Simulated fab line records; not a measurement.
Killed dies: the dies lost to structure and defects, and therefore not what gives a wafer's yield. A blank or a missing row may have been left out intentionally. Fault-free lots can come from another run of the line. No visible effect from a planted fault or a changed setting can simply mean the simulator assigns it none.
What tool caused it? || flow n5Finfet || 6 lots, 16 wafers sampled, at 4 steps of a route of 1938

== WHAT THE GAUGES SHOWED, per wafer ==
N5_PASSIVATION_CD_MEAS_30 targets a cd of 4000 nm.
{"lot": "L456", "measured": "day 14 20:08", "on": "cdSem-02", "cdNm (nm)": "3995.2 3997.9 3994.5"}
{"lot": "L458", "measured": "day 15 03:01", "on": "cdSem-02", "cdNm (nm)": "3996.9 3995.8 3993.5"}
{"lot": "L463", "measured": "day 16 10:26", "on": "cdSem-01", "cdNm (nm)": "3999.4 3999.2 3996.4"}
{"lot": "L468", "measured": "day 17 10:04", "on": "cdSem-03", "cdNm (nm)": "4000.2 3998.0"}
{"lot": "L472", "measured": "day 19 01:40", "on": "cdSem-02", "cdNm (nm)": "4000.3 4001.8"}
{"lot": "L476", "measured": "day 20 17:13", "on": "cdSem-02", "cdNm (nm)": "3999.9 3997.5 3998.3"}

== WHICH TOOL RAN EACH LOT (tool, then ch and the chambers of the sampled wafers, then the start) ==
{"lot": "L456", "N5_GATE_CUT_ETCH_58": "rieDiel-02 ch 1,2,3, day 5 06:56", "N5_PASSIVATION_PASS_ETCH_74": "rieDiel-03 ch 1,2,3, day 14 18:22", "N5_PASSIVATION_STRIP_14": "rieDiel-03 ch 1,2,3, day 14 18:40"}
{"lot": "L458", "N5_GATE_CUT_ETCH_58": "rieDiel-06 ch 2,3, day 5 14:22", "N5_PASSIVATION_PASS_ETCH_74": "rieDiel-03 ch 0,2,3, day 15 01:43", "N5_PASSIVATION_STRIP_14": "rieDiel-03 ch 0,2,3, day 15 01:59"}
{"lot": "L463", "N5_GATE_CUT_ETCH_58": "rieDiel-02 ch 0,3, day 6 20:17", "N5_PASSIVATION_PASS_ETCH_74": "rieDiel-02 ch 0,1, day 16 09:13", "N5_PASSIVATION_STRIP_14": "rieDiel-02 ch 0,1, day 16 09:30"}
{"lot": "L468", "N5_GATE_CUT_ETCH_58": "rieDiel-03 ch 0,1, day 8 04:58", "N5_PASSIVATION_PASS_ETCH_74": "rieDiel-06 ch 1,2, day 17 08:12", "N5_PASSIVATION_STRIP_14": "rieDiel-06 ch 1,2, day 17 08:29"}
{"lot": "L472", "N5_GATE_CUT_ETCH_58": "rieDiel-03 ch 0, day 9 00:17", "N5_PASSIVATION_PASS_ETCH_74": "rieDiel-03 ch 0,1, day 18 23:15", "N5_PASSIVATION_STRIP_14": "rieDiel-03 ch 0,1, day 18 23:32"}
{"lot": "L476", "N5_GATE_CUT_ETCH_58": "rieDiel-06 ch 0,1,2, day 10 05:47", "N5_PASSIVATION_PASS_ETCH_74": "rieDiel-03 ch 1,2,3, day 20 16:03", "N5_PASSIVATION_STRIP_14": "rieDiel-03 ch 1,2,3, day 20 16:20"}
- N5_GATE_CUT_ETCH_58: etches SiNx in CH3F/O2, target depth 17 nm, time 128.6 s.
- N5_PASSIVATION_PASS_ETCH_74: etches SiNx in CF4/O2, target depth 220 nm, time 110 s.
- N5_PASSIVATION_STRIP_14: strips in O2.

== THE ANSWER, worked out from the rows above alone ==
Rule: the usual values come from the lots themselves. Put in order of their means at a reading, lots are off if they are a third of the lots or fewer, leave a main group of 4 or more, and stand apart from it by a gap of 3 or more times the standard deviation of the main group's means; of several such gaps the widest counts. The tables above print the reading to a certain number of digits; a main group whose means all agree to those digits is not used. Also off: a lot with no number at a reading for which 4 or more lots have one. The other lots that the step has rows for count as sound.
Across all readings shown, no lot is off: no conclusion can be drawn from this.

== WHAT THE SIMULATOR HAD PUT IN ==
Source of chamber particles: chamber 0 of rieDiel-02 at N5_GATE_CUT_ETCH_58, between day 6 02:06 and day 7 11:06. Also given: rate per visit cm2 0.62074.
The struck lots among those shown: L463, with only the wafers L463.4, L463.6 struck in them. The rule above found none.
